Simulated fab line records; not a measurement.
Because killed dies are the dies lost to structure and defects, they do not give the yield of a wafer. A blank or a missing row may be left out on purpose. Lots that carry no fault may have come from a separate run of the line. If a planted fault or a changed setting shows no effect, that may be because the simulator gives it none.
Matching of chambers | flow n5-finfet | N5_BEOL_M0_SAQP_MANDREL_ETCH_20 on rie-si-05: 4 sister chambers
The step etches a-Si in HBr/Cl2, stops on SiNx, target depth 60 nm, bt time 10 s, time 30 s. 4 wafers are shown with their chamber, then 7 later ones without.

## EACH WAFER AND ITS CHAMBER
wafer  | chamber | throttle-valve-pct (%)
L081.3 | 3       | 35.74
L087.5 | 2       | 35.13
L090.1 | 0       | 35.50
L090.2 | 1       | 34.94

## WAFERS WITHOUT THEIR CHAMBER
wafer  | throttle-valve-pct (%)
L090.3 | 35.73
L094.1 | 35.75
L094.2 | 35.14
L094.3 | 35.50
L096.1 | 35.15
L096.3 | 35.10
L096.4 | 35.49

## CHAMBER TAKEN BY EACH
wafer  | from the rows above | in truth
L090.3 | 3                   | 3
L094.1 | 3                   | 3
L094.2 | 2                   | 2
L094.3 | 0                   | 0
L096.1 | 2                   | 2
L096.3 | 2                   | 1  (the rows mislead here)
L096.4 | 0                   | 0
6 of 7 placed correctly. Left unplaced by these rows: 0. Number placed wrongly: 1.
How it was worked out, from the rows above alone: a wafer's distance from a chamber is the root of the sum, over the readings, of the square of ((its reading less the chamber's mean) divided by the reading's scatter). If the next closest chamber is less than 2 further off than the closest, the wafer can't be placed; otherwise it belongs to the closest. Each chamber's mean is taken over the wafers shown for it. The scatter: with one shown wafer a chamber, the root of the mean of the squares of how far each hidden wafer lies from its nearest shown one.
